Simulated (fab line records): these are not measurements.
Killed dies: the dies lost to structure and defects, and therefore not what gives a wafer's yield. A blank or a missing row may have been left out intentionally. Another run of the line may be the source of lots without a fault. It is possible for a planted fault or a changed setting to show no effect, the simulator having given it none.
Problem report, 8D (eight disciplines) form, completed by code / flow n5 finfet / the parts of the form that need people (team, actions taken, sign-off) are left out

1. WHAT WENT WRONG
At N5_MOL_CONTACT_COAG_ETCH_47, rf fwd power W averages 484.2 W over 2 wafers from 2 lots, while fault-free wafers read 386.1 W, standard deviation 1.9. Relative to the usual mean, that is a shift of +52 standard deviations.
The step: etches SiNx in CH3F/O2, stops on W, target depth 27 nm.
Seen first at day 6 07:35 on rie diel-05, wafer L387.3. At this step, 27 wafers from 9 lots have a number in the record. By rule, "out" or "out of limits" means more than 4 standard deviations away from the usual mean. The other wafers with a number count as sound.

2. WHAT IT IS, WHAT IT ISN'T
question=which readings at this step | is=rf fwd power W, oes_f_703_au, rf vpp V | is not=CH3F_flow_sccm, O2_flow_sccm, drypump motor current A, showerhead plenum p Torr, throttle valve pct
question=which lots | is=L387, L392 | is not=L383, L386, L398, L400, L401, L402, L405
question=which wafers of those lots | is=L387.3, L392.4 | is not=L387.2, L387.5, L392.2, L392.6
question=read on which tools | is=rie diel-05 | is not=rie diel-02, rie diel-04
question=when | is=from day 6 07:35 | is not=up to then (8 sound wafers); but 17 sound wafers of L392, L398, L400, L401, L402, L405 came after

3. WHAT RULES OUT EACH SUSPECT
Counting: a tool at a process step up to the reading stays a suspect if it ran every lot that is out. Sound lots after the first of them don't rule it out here, since some wafers of a struck lot are sound.
- rie diel-05 at N5_MOL_CONTACT_COAG_ETCHBACK_135 (etches SiO2 in CHF3, target depth 25 nm, time 16.7 s): kept. Every lot that is out went through it, the first being L387 (day 6 07:27); the last sound lot it ran before that was L386 (day 6 03:31).
- rie diel-05 at N5_MOL_CONTACT_COAG_ETCH_47 (etches SiNx in CH3F/O2, stops on W, target depth 27 nm): kept. Every lot that is out went through it, the first being L387 (day 6 07:35); the last sound lot it ran before that was L386 (day 6 03:39). Out on those wafers are its own readings of oes_f_703_au, rf fwd power W, rf vpp V.
- At N5_MOL_CONTACT_COAG_ETCHBACK_135, inside rie diel-05: chamber 3 took the wafers that are out, while their sound lot-mates went through chambers 1, 2.
- At N5_MOL_CONTACT_COAG_ETCH_47, inside rie diel-05: chamber 3 took the wafers that are out, while their sound lot-mates went through chambers 1, 2.
The count leaves rie diel-05 at N5_MOL_CONTACT_COAG_ETCH_47 and rie diel-05 at N5_MOL_CONTACT_COAG_ETCHBACK_135.

4. THE CAUSE (what the simulator had put in)
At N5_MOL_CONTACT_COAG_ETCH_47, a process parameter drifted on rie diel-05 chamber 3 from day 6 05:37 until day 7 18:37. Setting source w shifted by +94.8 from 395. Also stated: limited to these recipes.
Of the 2 suspects that counting leaves, this tool is one.

5. THE CHAIN OF EFFECTS, in route order
Rows list readings where the struck wafers' mean (over those with a number) sits beyond 3 standard deviations from the usual. Readings are gone through only where the record gives a usual standard deviation; hours: the median, over the lots, of the time from a lot's start at the first step in this table giving one to that lot's start at this step; sigmas: the change measured in usual standard deviations.
hours=0; step=N5_MOL_CONTACT_COAG_ETCH_47; reading=etch rf on time s; usual=31.2 s; on struck wafers=28.6; change=-2.6; sigmas=-4.1
hours=0; step=N5_MOL_CONTACT_COAG_ETCH_47; reading=oes_f_703_au; usual=0.81 a.u.; on struck wafers=1.20; change=+0.39; sigmas=+5.2
hours=0; step=N5_MOL_CONTACT_COAG_ETCH_47; reading=oes_o_777_au; usual=0.81 a.u.; on struck wafers=1.12; change=+0.31; sigmas=+4.1
hours=0; step=N5_MOL_CONTACT_COAG_ETCH_47; reading=rf fwd power W; usual=386.1 W; on struck wafers=484.2; change=+98.1; sigmas=+52
hours=0; step=N5_MOL_CONTACT_COAG_ETCH_47; reading=rf vpp V; usual=297.6 V; on struck wafers=270.4; change=-27.2; sigmas=-11
Its process steps:
- N5_MOL_CONTACT_COAG_ETCH_47: etches SiNx in CH3F/O2, stops on W, target depth 27 nm.
At these later measuring or inspecting steps, every struck wafer for which the step has a row has a number for every such reading, and none has moved that far: N5_BEOL_M4_RC_MEAS_101.

6. WHAT WOULD HAVE CAUGHT IT SOONER
In this record the first reading out of limits was taken at day 6 07:35, 2 hours after the fault began at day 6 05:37.
